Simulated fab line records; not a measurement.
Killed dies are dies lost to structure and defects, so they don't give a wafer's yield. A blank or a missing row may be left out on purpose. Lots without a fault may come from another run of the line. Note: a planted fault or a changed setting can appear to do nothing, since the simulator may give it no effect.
Which tool was responsible? / flow nand_harc / 6 lots with 18 wafers sampled at 5 steps, on a route of 1159 steps

== WHAT THE GAUGES SHOWED, per wafer ==
NHARC_END_SORT_01.
lot=L734; measured=day 22 14:59; on=prober-01; killed_at_array=35 40 38
lot=L740; measured=day 23 17:43; on=prober-02; killed_at_array=116 114 116

== EACH LOT AND THE TOOL THAT RAN IT (in order: tool; ch and the chambers of the sampled wafers; start) ==
lot=L726; NHARC_A_CONTACT_STRIP_26=rie_diel-01 ch 1,2,3, day 17 11:34; NHARC_THIN_TSV_PRE_CLEAN_50=pvd_sputter-02, day 19 06:55 or earlier; NHARC_THIN_TSV_DEGAS_53=pvd_sputter-01, day 19 06:55; NHARC_THIN_TSV_STRIP_56=plasma_asher-02 ch 0,1, day 19 08:38
lot=L728; NHARC_A_CONTACT_STRIP_26=rie_diel-01 ch 0,1, day 18 19:21; NHARC_THIN_TSV_PRE_CLEAN_50=pvd_sputter-01, day 20 13:09 or earlier; NHARC_THIN_TSV_DEGAS_53=pvd_sputter-01, day 20 13:09; NHARC_THIN_TSV_STRIP_56=plasma_asher-02 ch 0,1, day 20 14:49
lot=L730; NHARC_A_CONTACT_STRIP_26=rie_diel-11 ch 1,2,3, day 19 05:38; NHARC_THIN_TSV_PRE_CLEAN_50=pvd_sputter-01, day 21 02:34 or earlier; NHARC_THIN_TSV_DEGAS_53=pvd_sputter-02, day 21 02:34; NHARC_THIN_TSV_STRIP_56=plasma_asher-02 ch 0,1, day 21 04:25
lot=L734; NHARC_A_CONTACT_STRIP_26=rie_diel-11 ch 0,3, day 20 13:26; NHARC_THIN_TSV_PRE_CLEAN_50=pvd_sputter-01, day 22 04:35 or earlier; NHARC_THIN_TSV_DEGAS_53=pvd_sputter-03, day 22 04:35; NHARC_THIN_TSV_STRIP_56=plasma_asher-02 ch 0,1, day 22 06:13
lot=L740; NHARC_A_CONTACT_STRIP_26=rie_diel-11 ch 0,1,2, day 21 02:57; NHARC_THIN_TSV_PRE_CLEAN_50=pvd_sputter-03, day 23 04:44 or earlier; NHARC_THIN_TSV_DEGAS_53=pvd_sputter-03, day 23 04:44; NHARC_THIN_TSV_STRIP_56=plasma_asher-01 ch 0,1, day 23 06:44
lot=L744; NHARC_A_CONTACT_STRIP_26=rie_diel-09 ch 1,3, day 22 12:28; NHARC_THIN_TSV_PRE_CLEAN_50=pvd_sputter-02, day 24 06:49 or earlier; NHARC_THIN_TSV_DEGAS_53=pvd_sputter-02, day 24 06:49; NHARC_THIN_TSV_STRIP_56=plasma_asher-02 ch 0,1, day 24 08:45
- NHARC_A_CONTACT_STRIP_26: strips in O2.
- NHARC_THIN_TSV_PRE_CLEAN_50: time 30 s.
- NHARC_THIN_TSV_DEGAS_53: time 60 s.
- NHARC_THIN_TSV_STRIP_56: strips in O2.

== THE ANSWER, worked out from the rows above alone ==
Rule: what is usual is taken from the lots themselves. Put in order of their means at a reading, lots are off if they are a third of the lots or fewer, leave a main group of 4 or more, and stand apart from it by a gap of 3 or more times the standard deviation of the main group's means; of several such gaps the widest counts. If all means in a main group match to the digits the tables above print for the reading, that group is not used. Also off: a lot with no number at a reading for which 4 or more lots have one. Where the step has rows for the other lots, those lots are counted as sound.
No lot is off at any reading shown: from this, nothing can be told.

== WHAT THE SIMULATOR PUT IN ==
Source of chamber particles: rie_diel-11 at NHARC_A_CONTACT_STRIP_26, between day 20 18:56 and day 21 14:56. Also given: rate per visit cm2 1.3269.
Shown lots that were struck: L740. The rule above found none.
